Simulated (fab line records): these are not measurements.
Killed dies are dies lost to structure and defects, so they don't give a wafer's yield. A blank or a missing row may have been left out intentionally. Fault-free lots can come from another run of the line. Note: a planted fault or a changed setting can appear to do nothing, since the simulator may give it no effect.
Matching of chambers | flow n5Finfet | uvCure-03 running N5_BEOL_M11_CURE_72: 3 sister chambers
The step cures SiCOH lowk, time 120 s. 6 wafers are shown with their chamber, then 9 later ones without.

## WAFERS PAIRED WITH THEIR CHAMBERS
wafer  | chamber | wafer_temp_C_max | lampPowerPct (%)
L089.4 | 2       | 371.0            | 52.32
L089.6 | 2       | 371.6            | 52.26
L088.5 | 0       | 371.2            | 52.22
L088.6 | 0       | 371.7            | 52.33
L090.4 | 1       | 371.5            | 52.30
L090.5 | 1       | 371.5            | 52.29

## WAFERS WITH NO CHAMBER GIVEN
wafer  | wafer_temp_C_max | lampPowerPct (%)
L094.2 | 371.4            | 52.30
L094.3 | 372.4            | 52.23
L094.4 | 371.9            | 52.23
L096.2 | 372.1            | 52.22
L096.3 | 373.1            | 52.38
L096.4 | 372.4            | 52.28
L095.2 | 372.0            | 52.27
L095.3 | 371.9            | 52.36
L095.5 | 372.4            | 52.33

## WHICH CHAMBER EACH ONE RAN IN
wafer  | from the rows above          | in truth
L094.2 | can't be placed: 1 or 2 or 0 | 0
L094.3 | can't be placed: 1 or 0 or 2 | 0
L094.4 | can't be placed: 0 or 1 or 2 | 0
L096.2 | can't be placed: 0 or 1 or 2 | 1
L096.3 | can't be placed: 1 or 0 or 2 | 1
L096.4 | can't be placed: 1 or 0 or 2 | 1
L095.2 | can't be placed: 1 or 0 or 2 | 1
L095.3 | can't be placed: 1 or 0 or 2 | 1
L095.5 | can't be placed: 1 or 0 or 2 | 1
Correctly placed: 0 of 9. From these rows, 9 cannot be placed; in 9 the true chamber is one of the candidates. Placed wrongly: 0.
How it was worked out, from the rows above alone: a wafer's distance from a chamber is the root of the sum, over the readings, of the square of ((its reading less the chamber's mean) divided by the reading's scatter). If the next closest chamber is less than 2 further off than the closest, the wafer can't be placed; otherwise it belongs to the closest. For every chamber, the mean is computed from those of its wafers that are shown. The scatter is the square root of a quotient: the sum, over the shown wafers, of each reading's squared deviation from its chamber's mean, divided by wafers minus chambers.
